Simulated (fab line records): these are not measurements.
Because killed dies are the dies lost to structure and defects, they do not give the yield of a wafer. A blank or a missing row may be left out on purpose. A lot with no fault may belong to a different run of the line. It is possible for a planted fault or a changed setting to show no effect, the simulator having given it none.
fab line records    flow n5Finfet
[record] lots = 5  wafers = 15  lastDay = 18
route steps=1938 shown TV_LITHO@1879 TV_OPEN@1887 PAD_METAL@1893 PASSIVATION@1897
lots that met no fault: from a run of the same line without faults
startH: hours from the record's opening day to when the first of the lot's shown wafers began    waitH: how many hours have passed since the lot's step before this one    " the same as in the row above    L1.1+2: several wafers, shown together as one row    - no value present, or no start provided    * or withheld: withheld    < > ~ a bound
route shown NAME@n: NAME is a module with steps in the file, n the number in the route of the first one    usual: mean and standard deviation over wafers with no fault    same: alike in all rows    chamber/n: place in a boat    sites: each site's reading    _std_site: the values' standard deviation    _edge_site: inner sites' mean taken away from outer sites' mean    radiusMm: for every site, how far away it sits from the centre of the wafer    mask NAME#n: copy n    behind: the last tool/chamber to shape the wafer    hold: why the lot was held/for how many hours/how that ended    device: names the non-switching transistor (n, p or np)    end of line: tests of these same wafers at the route's end    step lacking rows: just its recipe    killed: dies that structure and defects cost at the first sort, which is not the same as the wafer's yield    map: per-die view of a wafer (x killed, . not killed, _ where there is no die)
set.NAME: the setting the step ran with; set.NAME@STEP: the setting that earlier step ran with    model.NAME: the simulator's own value behind a step, which no gauge read
certain route steps with their lots: each step a table, each wafer a row
services: when a tool's chamber went out of use (startH, in hours from the record's first day, below 0 if earlier), for how many hours, and the reason
[[steps]]
[step N5_PASSIVATION_EXPOSE_07]
[recipe] maskId = TV  na = 0.55  sourceShape = conventional  sigmaOuter = 0.8  polarization = unpolarized  defocusNm = 0  targetCdNm = 3000  doseMj = 22.75
[step N5_PASSIVATION_PEB_08]
[recipe] pebTempC = withheld  pebTimeS = *
[step N5_PASSIVATION_DEVELOP_09]
[recipe] developTimeS = 60  rinseLiquid = diw  dry = airSpin  devTempC = 21
[step N5_PASSIVATION_HARDBAKE_11]
[recipe] tempC = 130  timeS = 120
[step N5_PASSIVATION_CD_MEAS_10]
[recipe] targetCdNm = 3000  landingEnergyEv = 500  detector = seInlens
[usual] cdNm = 2999.2/1.6
lot.wafer  tool      chamber  startH  waitH  cdNm
L788.1     cdSem-01  0        306.04  -      3000.5
L788.3     "         0        "       "      3000.1
L788.5     "         0        "       "      2997.8
L793.2     cdSem-01  0        350.51  -      2997.7
L793.5     "         0        "       "      3001.0
L793.6     "         0        "       "      3001.2
L798.3     cdSem-03  0        382.13  -      3001.6
L798.4     "         0        "       "      3001.9
L798.6     "         0        "       "      3000.1
L805.1     cdSem-03  0        410.84  -      3000.1
L805.3     "         0        "       "      3001.6
L805.4     "         0        "       "      3000.8
L806.1     cdSem-01  0        416.89  -      2995.5
L806.3     "         0        "       "      2996.9
L806.4     "         0        "       "      2997.1
[step N5_PASSIVATION_OVL_MEAS_60]
[recipe] pointsPerWafer = 44
[usual] TV_OVL = 1/5.5
lot.wafer  tool        chamber  startH  waitH  TV_OVL[nm]
L788.1     overlay-02  0        306.07  0.0    4
L788.3     "           0        "       "      -1
L788.5     "           0        "       "      5
L793.2     overlay-01  0        350.54  0.0    4
L793.5     "           0        "       "      -4
L793.6     "           0        "       "      -2
L798.3     overlay-02  0        382.15  0.0    9
L798.4     "           0        "       "      5
L798.6     "           0        "       "      3
L805.1     overlay-02  0        410.87  0.0    9
L805.3     "           0        "       "      5
L805.4     "           0        "       "      1
L806.1     overlay-01  0        416.92  0.0    -2
L806.3     "           0        "       "      -3
L806.4     "           0        "       "      -11
[step N5_PASSIVATION_INSPECT_61]
[recipe] mode = adi  inspectInstrument = macro
[usual] rawDefectCount = 2.1/1.6
lot.wafer  tool              chamber  startH  waitH  rawDefectCount
L788.1     defectInspect-01  -        306.10  0.0    2
L788.3     "                 -        "       "      4
L788.5     "                 -        "       "      1
L793.2     defectInspect-01  -        350.56  0.0    1
L793.5     "                 -        "       "      0
L793.6     "                 -        "       "      2
L798.3     defectInspect-01  -        382.18  0.0    0
L798.4     "                 -        "       "      2
L798.6     "                 -        "       "      1
L805.1     defectInspect-02  -        410.89  0.0    1
L805.3     "                 -        "       "      5
L805.4     "                 -        "       "      2
L806.1     defectInspect-01  -        416.95  0.0    1
L806.3     "                 -        "       "      3
L806.4     "                 -        "       "      2
[step N5_PASSIVATION_DESCUM_12]
[recipe] chemistry = O2  timeS = 7.9  sourcePowerW = 50  biasPowerW = 20  pressureMtorr = 20  rfFrequencyHz = 2.712e+07  tempC = 40  o2FlowSccm = 225
[step N5_PASSIVATION_PASS_ETCH_74]
[recipe] chemistry = CF4/O2  target = SiNx  targetDepthA = 2200  timeS = 110  ionEnergyEv = 100  pressureMtorr = 40  sourceW = 535  biasW = 49  Ar_flow_sccm = 100  cf4FlowSccm = 100  O2_flow_sccm = 10
[usual] drypumpMotorCurrentA = 5.7/0.64  oesProductAu = 0.79/0.071  rfFwdPowerW = 532.5/1.7  rfVppV = 241.3/2.6  showerheadPlenumPTorr = 2.20/0.066  throttleValvePct = 15.97/0.19
[same] timeS = 110
lot.wafer  tool        chamber  startH  waitH  drypumpMotorCurrentA  oesProductAu  rfFwdPowerW  rfHoursCounterH  rfVppV  showerheadPlenumPTorr  throttleValvePct
L788.1     rieDiel-04  3        306.30  0.0    5.8                   0.85          530.1        63               242.6   2.23                   15.83
L788.3     "           1        "       "      5.9                   0.74          532.3        182              241.9   2.28                   16.13
L788.5     "           2        "       "      6.2                   0.73          534.4        -                243.6   2.13                   16.21
L793.2     rieDiel-06  2        350.66  0.0    6.6                   0.86          533.8        61               246.0   2.24                   16.04
L793.5     "           1        "       "      4.9                   0.69          534.4        -                246.0   2.17                   16.14
L793.6     "           2        "       "      6.6                   0.86          531.4        -                245.3   2.24                   16.04
L798.3     rieDiel-06  1        382.71  0.0    4.9                   0.97          530.6        3                243.4   2.17                   15.64
L798.4     "           3        "       "      5.1                   0.94          533.7        11               244.7   2.34                   15.96
L798.6     "           0        "       "      6.3                   0.81          531.8        -                240.4   2.23                   15.83
L805.1     rieDiel-01  1        411.73  0.0    6.8                   0.75          535.5        151              234.8   2.21                   15.99
L805.3     "           3        "       "      5.4                   0.82          530.8        70               240.8   2.15                   15.73
L805.4     "           0        "       "      5.4                   0.77          533.0        141              237.9   2.21                   15.97
L806.1     rieDiel-01  0        417.05  0.0    5.5                   0.76          529.9        141              239.9   2.21                   15.97
L806.3     "           2        "       "      4.8                   0.70          531.5        215              243.8   2.10                   16.15
L806.4     "           1        "       "      6.8                   0.75          532.4        152              235.8   2.21                   16.00
[step N5_PASSIVATION_VIA_ETCH_13]
[recipe] chemistry = CHF3/O2  target = SiO2  targetDepthA = 6600  CHF3_flow_sccm = 50  O2_flow_sccm = 5  Ar_flow_sccm = 200  timeS = 330  maskMaterial = PR  pressureMtorr = 30  sourceW = 650  biasW = 170  ionEnergyEv = 200  ends = cleared
[usual] drypumpMotorCurrentA = 5.7/0.64  etchRfOnTimeS = 236/4.3  oesProductAu = 0.71/0.064  rfFwdPowerW = 647.8/1.9  rfVppV = 525/5.3  showerheadPlenumPTorr = 2.41/0.073  throttleValvePct = 18.87/0.18
lot.wafer  tool        chamber  startH  waitH  drypumpMotorCurrentA  etchRfOnTimeS  oesProductAu  rfFwdPowerW  rfHoursCounterH  rfVppV  showerheadPlenumPTorr  throttleValvePct
L788.1     rieDiel-04  3        306.40  0.0    5.8                   236            0.76          645.6        63               529     2.44                   18.71
L788.3     "           1        "       "      5.9                   233            0.67          650.1        182              526     2.50                   19.05
L788.5     "           2        "       "      6.2                   244            0.66          650.7        -                528     2.32                   19.11
L793.2     rieDiel-06  2        350.75  0.0    6.6                   230            0.76          644.9        61               532     2.44                   18.96
L793.5     "           1        "       "      5.0                   242            0.62          648.5        -                534     2.37                   19.02
L793.6     "           2        "       "      6.6                   234            0.77          650.1        -                532     2.44                   18.96
L798.3     rieDiel-06  1        382.80  0.0    4.9                   231            0.88          644.4        3                534     2.37                   18.59
L798.4     "           3        "       "      5.1                   237            0.84          650.5        11               532     2.56                   18.90
L798.6     "           0        "       "      6.2                   238            0.73          650.2        -                523     2.44                   18.74
L805.1     rieDiel-01  1        411.82  0.0    6.8                   235            0.68          649.9        152              515     2.41                   18.92
L805.3     "           3        "       "      5.4                   232            0.74          644.5        71               522     2.35                   18.64
L805.4     "           0        "       "      5.5                   237            0.69          644.8        141              519     2.42                   18.85
L806.1     rieDiel-01  0        417.14  0.0    5.4                   240            0.68          649.7        142              521     2.42                   18.83
L806.3     "           2        "       "      4.9                   240            0.63          648.5        215              527     2.30                   19.06
L806.4     "           1        "       "      6.8                   241            0.67          648.4        152              514     2.41                   18.91
[step N5_PASSIVATION_STRIP_14]
[recipe] chemistry = O2  powerW = 600  tempC = 60  pressureMtorr = 30  rfFrequencyHz = 6e+07  biasPowerW = 0  overashFraction = 0.5  o2FlowSccm = 225
[usual] drypumpMotorCurrentA = 5.7/0.64  oesProductAu = 0.79/0.072  rfVppV = 3.8/0.95  showerheadPlenumPTorr = 2.09/0.068  throttleValvePct = 16.65/0.19
[same] overashFraction = 0.5
lot.wafer  tool        chamber  startH  waitH  drypumpMotorCurrentA  oesProductAu  rfHoursCounterH  rfVppV  showerheadPlenumPTorr  throttleValvePct
L788.1     rieDiel-04  3        306.59  0.1    5.9                   0.85          63               2.3     2.13                   16.56
L788.3     "           1        "       "      5.9                   0.74          182              3.3     2.17                   16.80
L788.5     "           2        "       "      6.2                   0.73          -                6.1     2.02                   16.92
L793.2     rieDiel-06  2        350.95  0.1    6.6                   0.84          61               3.6     2.12                   16.67
L793.5     "           1        "       "      4.9                   0.71          -                5.1     2.07                   16.86
L793.6     "           2        "       "      6.6                   0.84          -                2.9     2.12                   16.70
L798.3     rieDiel-06  1        382.99  0.1    5.0                   0.99          4                3.0     2.07                   16.39
L798.4     "           3        "       "      5.1                   0.96          11               3.3     2.24                   16.69
L798.6     "           0        "       "      6.3                   0.82          -                3.1     2.12                   16.51
L805.1     rieDiel-01  1        412.02  0.1    6.7                   0.74          152              2.7     2.10                   16.71
L805.3     "           3        "       "      5.4                   0.81          71               3.4     2.04                   16.36
L805.4     "           0        "       "      5.5                   0.76          141              4.2     2.10                   16.62
L806.1     rieDiel-01  0        417.34  0.1    5.4                   0.77          142              3.7     2.10                   16.63
L806.3     "           2        "       "      4.9                   0.70          215              3.9     1.99                   16.80
L806.4     "           1        "       "      6.7                   0.75          152              2.6     2.10                   16.70
[step N5_PASSIVATION_ETCH_15]
[recipe] chemistry = CF4/N2  target = SiCN  targetDepthA = 750  taperDeg = 2  timeS = 81.2  ionEnergyEv = 150  maskMaterial = SiNx  pressureMtorr = 40  sourceW = 430  biasW = 70  Ar_flow_sccm = 100  cf4FlowSccm = 60  n2FlowSccm = 60
[step N5_PASSIVATION_STRIP_73]
[recipe] chemistry = postEtchResidueRemover  timeS = 60  tempC = 25  removerPh = withheld  removerWaterWtPct = withheld  removerFluorideWtPct = withheld
[same] timeS = 60
lot.wafer   tool         chamber  startH  waitH
L788.1+3+5  wetBench-02  1,2,3    306.75  -
L793.2+5+6  wetBench-04  7,0,5    351.10  -
L798.3+4+6  wetBench-04  1,6,3    383.15  -
L805.1+3+4  wetBench-02  5,6,7    412.18  -
L806.1+3+4  wetBench-01  5,0,4    417.49  -
[step N5_PASSIVATION_SRD_17]
[recipe] timeS = 30  tempC = 23  rinseLiquid = diw  dry = n2Spin  spinRpm = 1500  dryTimeS = 30
[step N5_PASSIVATION_DEGAS_18]
[recipe] ambient = vacuum  tempC = 300  timeS = 60
[step N5_PASSIVATION_PRE_CLEAN_19]
[recipe] gas = H2/He  timeS = *  tempC = *
[step N5_PASSIVATION_SPUTTER_20]
[recipe] material = TaN  targetThkA = 500  tempC = 25  chamberPressurePa = 0.4
[step N5_PASSIVATION_AL_DEP_21]
[recipe] material = Al  targetThkA = 28000  tempC = 400  timeS = 170  powerW = 30000  chamberPressurePa = 0.4  gas = Ar
[step N5_PASSIVATION_HMDS_23]
[recipe] timeS = 60  tempC = 120
[step N5_PASSIVATION_COAT_24]
[recipe] spinRpm = 3000  resistThkNm = withheld
[step N5_PASSIVATION_EBR_26]
[recipe] solvent = PGMEA  ebrWidthMm = 1.5
[step N5_PASSIVATION_SOFTBAKE_25]
[recipe] tempC = 100  timeS = 90
[step N5_PASSIVATION_EXPOSE_27]
[recipe] maskId = PAD  na = 0.55  sourceShape = conventional  sigmaOuter = 0.8  polarization = unpolarized  defocusNm = 0  doseMj = 32.3
[step N5_PASSIVATION_PEB_28]
[recipe] pebTempC = withheld  pebTimeS = *
[step N5_PASSIVATION_DEVELOP_29]
[recipe] developTimeS = 60  rinseLiquid = diw  dry = airSpin  devTempC = 21
[step N5_PASSIVATION_HARDBAKE_31]
[recipe] tempC = 130  timeS = 120
[step N5_PASSIVATION_CD_MEAS_30]
[recipe] targetCdNm = 4000  landingEnergyEv = 500  detector = seInlens  polarity = opening
[usual] cdNm = 4000.0/1.5
lot.wafer  tool      chamber  startH  waitH  cdNm
L788.1     cdSem-02  0        307.83  -      3998.2
L788.3     "         0        "       "      3997.7
L788.5     "         0        "       "      3997.1
L793.2     cdSem-01  0        352.25  -      3999.2
L793.5     "         0        "       "      3999.1
L793.6     "         0        "       "      4000.1
L798.3     cdSem-01  0        384.03  -      4003.4
L798.4     "         0        "       "      4003.2
L798.6     "         0        "       "      4003.6
L805.1     cdSem-01  0        413.14  -      4000.3
L805.3     "         0        "       "      4001.6
L805.4     "         0        "       "      4001.1
L806.1     cdSem-02  0        418.81  -      4001.9
L806.3     "         0        "       "      4001.5
L806.4     "         0        "       "      4000.2
[step N5_PASSIVATION_OVL_MEAS_63]
[recipe] pointsPerWafer = 44
[usual] PAD_OVL = 1/5
lot.wafer  tool        chamber  startH  waitH  PAD_OVL[nm]
L788.1     overlay-01  0        307.86  0.0    9
L788.3     "           0        "       "      15
L788.5     "           0        "       "      3
L793.2     overlay-01  0        352.28  0.0    -10
L793.5     "           0        "       "      -3
L793.6     "           0        "       "      9
L798.3     overlay-02  0        384.05  0.0    -5
L798.4     "           0        "       "      2
L798.6     "           0        "       "      1
L805.1     overlay-02  0        413.17  0.0    -3
L805.3     "           0        "       "      2
L805.4     "           0        "       "      6
L806.1     overlay-02  0        418.84  0.0    6
L806.3     "           0        "       "      1
L806.4     "           0        "       "      5
[step N5_PASSIVATION_DESCUM_32]
[recipe] chemistry = O2  timeS = 7.9  sourcePowerW = 50  biasPowerW = 20  pressureMtorr = 20  rfFrequencyHz = 2.712e+07  tempC = 40  o2FlowSccm = 225
[usual] drypumpMotorCurrentA = 5.9/0.52  oesProductAu = 0.80/0.093  rfFwdPowerW = 49.63/0.19  rfVppV = 243.7/1.1  showerheadPlenumPTorr = 2.13/0.053  throttleValvePct = 20.40/0.21
[same] timeS = 7.9
lot.wafer  tool        chamber  startH  waitH  drypumpMotorCurrentA  oesProductAu  rfFwdPowerW  rfHoursCounterH  rfVppV  showerheadPlenumPTorr  throttleValvePct
L788.1     rieDiel-05  3        307.92  0.0    6.3                   0.68          49.86        236              245.0   2.15                   20.65
L788.3     "           0        "       "      5.7                   0.70          49.76        176              244.4   2.17                   20.59
L788.5     "           2        "       "      5.9                   0.91          49.58        -                242.1   2.15                   20.04
L793.2     rieDiel-03  0        352.42  0.1    6.4                   0.81          49.53        70               245.0   2.12                   20.27
L793.5     "           0        "       "      6.4                   0.82          49.57        -                243.1   2.12                   20.28
L793.6     "           3        "       "      6.1                   0.70          49.72        -                241.4   2.06                   20.59
L798.3     rieDiel-05  2        384.11  0.0    5.9                   0.85          49.62        40               243.4   2.14                   20.07
L798.4     "           0        "       "      5.7                   0.69          49.73        -                244.8   2.16                   20.63
L798.6     "           3        "       "      6.4                   1.00          49.86        -                246.1   2.14                   20.35
L805.1     rieDiel-02  1        413.27  0.1    5.0                   0.78          49.49        121              243.7   2.02                   20.46
L805.3     "           3        "       "      5.8                   0.75          49.79        178              245.1   2.16                   20.67
L805.4     "           0        "       "      6.2                   0.95          49.69        5                244.8   2.14                   20.13
L806.1     rieDiel-05  2        418.90  0.0    6.0                   0.84          49.69        53               243.0   2.14                   20.11
L806.3     "           3        "       "      6.4                   0.94          49.47        14               243.3   2.14                   20.37
L806.4     "           0        "       "      5.7                   0.68          49.68        209              245.5   2.16                   20.64
[step N5_PASSIVATION_AL_ETCH_33]
[recipe] chemistry = Cl2/BCl3  targetDepthA = 28000  overEtchFrac = 0.15  Cl2_flow_sccm = 180  bcl3FlowSccm = 60  target = Al  stopOn = TaN  timeS = 466.7  ionEnergyEv = 100  pressureMtorr = 10  icpW = 900  biasW = 100
[usual] drypumpMotorCurrentA = 5.5/0.32  oesProductAu = 0.75/0.084  rfFwdPowerW = 898.7/2.9  throttleValvePct = 34.26/0.24
[same] timeS = 466.7
lot.wafer  tool         chamber  startH  waitH  drypumpMotorCurrentA  oesProductAu  rfFwdPowerW  rfHoursCounterH  throttleValvePct
L788.1     rieMetal-03  1        308.00  0.1    5.3                   0.75          900.6        28               34.05
L788.3     "            1        "       "      5.2                   0.76          899.9        -                34.04
L788.5     "            1        "       "      5.3                   0.76          900.2        -                34.05
L793.2     rieMetal-01  1        352.51  0.1    6.1                   0.58          898.0        98               34.44
L793.5     "            0        "       "      5.1                   0.58          892.7        -                34.66
L793.6     "            1        "       "      6.1                   0.58          896.0        -                34.45
L798.3     rieMetal-03  0        384.33  0.2    5.3                   0.78          898.3        -                34.55
L798.4     "            1        "       "      5.2                   0.72          899.4        -                34.09
L798.6     "            1        "       "      5.2                   0.72          899.4        -                34.09
L805.1     rieMetal-01  1        413.38  0.1    6.2                   0.87          899.7        1                34.11
L805.3     "            0        "       "      5.1                   0.86          900.8        -                34.64
L805.4     "            1        "       "      6.2                   0.86          897.6        -                34.11
L806.1     rieMetal-03  1        418.99  0.1    5.2                   0.71          901.7        39               34.06
L806.3     "            1        "       "      5.2                   0.72          903.5        -                34.07
L806.4     "            0        "       "      5.4                   0.76          894.9        -                34.53
[step N5_PASSIVATION_ETCH_59]
[recipe] chemistry = Cl2/BCl3  target = TaN  targetDepthA = 650  timeS = 34.9  ionEnergyEv = 100  pressureMtorr = 10  icpW = 900  biasW = 100  Cl2_flow_sccm = 60  bcl3FlowSccm = 30
[step N5_PASSIVATION_STRIP_34]
[recipe] chemistry = O2  powerW = 600  tempC = 60  pressureMtorr = 30  rfFrequencyHz = 6e+07  biasPowerW = 0  overashFraction = 2  o2FlowSccm = 225
[step N5_PASSIVATION_STRIP_51]
[recipe] chemistry = postEtchResidueRemover  timeS = 1200  tempC = 72.5
[step N5_PASSIVATION_CLEAN_69]
[recipe] chemistry = IPA  timeS = 180  tempC = 25
[step N5_PASSIVATION_SRD_70]
[recipe] dry = ipaMarangoni  timeS = 30  tempC = 23  rinseLiquid = diw
[step N5_PASSIVATION_PECVD_53]
[recipe] material = SiO2  targetThkA = 8000  tempC = 400  precursor = TEOS/O2  pressureTorr = 6.5  rfW = withheld  teosFlowSccm = withheld  gas = O2  flowSccm = 2650  timeS = 169.4
[step N5_PASSIVATION_PECVD_35]
[recipe] material = SiNx  targetThkA = 7000  tempC = 400  precursor = SiH4/NH3/N2  pressureTorr = 4.9  rfW = 1406  timeS = 151.3
[step N5_PASSIVATION_HMDS_37]
[recipe] timeS = 60  tempC = 120
[step N5_PASSIVATION_COAT_38]
[recipe] spinRpm = 3000  resistThkNm = withheld
[step N5_PASSIVATION_EBR_40]
[recipe] solvent = PGMEA  ebrWidthMm = 1.5
[step N5_PASSIVATION_SOFTBAKE_39]
[recipe] tempC = 110  timeS = 120
[step N5_PASSIVATION_PROBE_49]
[usual] defectLimitedYield = 91.5/1.3  killed_at_M0_to_M3 = 33/10  killed_at_M4_up = 13/4  killedAtContacts = 12/6.3  killedAtFrontEnd = 39/11  killedAtOther = 3.4/2.6  killedDies = 100/15  killedOpen = 65/11  killedShort = 34/7.8  sort_bin_5_function = 5.0/0.89  sort_bin_6_memory = 3.2/0.58  sortNPass = 1080/15  sortYieldPct = 91.5/1.3
[same] grossDies = 1180  killedAtBackSide = 0  sort_bin_4_leakage[%] = 0  sort_bin_8_speed[%] = 0
lot.wafer  tool       chamber  startH  waitH  defectLimitedYield[%]  killed_at_M0_to_M3  killed_at_M4_up  killedAtContacts  killedAtFrontEnd  killedAtOther  killedDies  killedOpen  killedShort  sort_bin_5_function[%]  sort_bin_6_memory[%]  sortNPass  sortYieldPct[%]
L798.6     prober-01  -        389.39  0.3    85.4                   28                  10               3                 47                84             172         62          28           9.0                     4.7                   1008       85.4
// killed by level:class
L798.6 TV_OPEN:unspecified=81 STI_FIN_REVEAL:geometricParticle:open=18 BEOL_M1:geometricParticle:open=8 FIN_SAQP:geometricParticle:short=7 FIN_SAQP:geometricParticle:open=6 BEOL_M2:geometricParticle:open=5 BEOL_M0_SAQP:geometricParticle:short=4 GATE_CUT:geometricParticle:short=3
// map L798.6 (x killed, . not)
_________________............________________
______________..............x..._____________
___________..x...x........x......x.__________
__________.........................._________
________...x.........................._______
_______x.....xx.......x....x...........______
______.x.x....x...........x.....x......._____
_____xx...xx............x....x...........____
____xxxxx..xx.................x...........___
___xxxxxxxx..x...x.....x...x.x.............__
___xxxxxxxxxx..x...........................__
__xxxxxxxxxx.x................x............x_
__xxxxxxxxxx................................_
_xxxxxxxxxx.x...xx.................x.x.......
_..xxxxxxx.xx..................x.......x.....
_.xxxxxxx.xx....x......x.....................
_..x.xxxxxx.x...........................x....
_...x...................................x....
_.......................x.............x......
_.x............................x....xx.......
_........x.x.x.............xx..........xx....
__..............x.............x............._
__......x.....................x........x.x.._
___.........x.x...................x........__
___.x................x.....x...............__
____......x.........x.............xx......___
_____..x............x.x.............x....____
______.........x........................_____
_______.........xx...................x.______
________.....x........x............x.._______
__________.........xx..............._________
___________..........x.............__________
______________......x........x.._____________
_________________..x.....x...________________
// map L793.6 (x killed, . not)
_________________..xx....xxx.________________
______________............xx...._____________
___________......x.......xx....x...__________
__________x.......x................._________
________.....................x.x......_______
_______.......................x..x.....______
______...........x......................_____
_____.............................x......____
____.................x.x.x..x........xxx..___
___.........x..............................__
___............x......................x..x.__
__.....x.........x.....x...................._
__.....x...x.............................x.._
_..................................xx....x...
_.........x...x.........x.....x.......x......
_....x.x.x........................xx.........
_.x.............xx...........................
_x...x......................x........x.......
_.....x.....................x................
_.............x........x...x.............x...
_.......x.x............x....x.xx.............
__............x..............x.............._
__.......x.....................x.....x....xx_
___..............x..x...x.....x...x..x.....__
___...........x...x....x............x...x..__
____...................x.....x..x.....x.x.___
_____.............x...........x.........x____
______......................x....x......_____
_______................................______
________........x....x.............x.._______
__________.....................x...._________
___________.......x........x.......__________
______________............x....._____________
_________________x...........________________
[[services]]
tool         chamber  startH  hours  kind
rieMetal-01  1        285.68  20.6   repair
rieDiel-05   -        322.76  14.6   pm
rieDiel-01   -        326.60  0.4    repair
rieDiel-06   3        333.41  3.6    repair
rieDiel-06   3        337.04  -      clean
rieDiel-06   3        337.04  -      consumableReplace:focusRing
rieDiel-06   3        337.04  -      consumableReplace:showerhead
rieDiel-06   3        337.04  15.9   scheduledDown
rieDiel-06   3        337.04  15.9   ventCycle
rieDiel-05   0        341.64  21.4   repair
rieDiel-01   -        344.99  2.8    pm
wetBench-04  -        345.95  2.0    repair
rieDiel-06   1        353.26  -      clean
rieDiel-06   1        353.26  -      consumableReplace:focusRing
rieDiel-06   1        353.26  20.5   scheduledDown
rieDiel-06   1        353.26  20.5   ventCycle
rieDiel-05   3        363.02  -      clean
rieDiel-05   1        364.89  25.3   repair
rieDiel-03   3        373.30  4.5    repair
rieDiel-01   1        375.05  1.9    repair
rieDiel-02   0        377.03  1.3    repair
rieDiel-06   3        387.37  2.9    repair
wetBench-01  -        407.87  0.9    repair
rieDiel-03   2        413.03  5.8    repair
[[key]]
[firstSign] step = N5_PASSIVATION_PROBE_49  reading = killedAtOther  direction = up  sigmas = 32  usual = 3.4  struck = 84
[effect] step = N5_PASSIVATION_PROBE_49  reading = killedDies  direction = up  sigmas = 4.7  usual = 100  struck = 172
[moreKillsBornAt] N5_PASSIVATION_STRIP_73@wetBench-04 = 81
metAt N5_PASSIVATION_STRIP_73
struckWafers L798.6
[fault] kind = chamberParticleSource  tool = wetBench-04  chamber = 3  onsetH = 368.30  steps = N5_PASSIVATION_STRIP_73  ratePerVisitCm2 = 0.44138  endH = 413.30
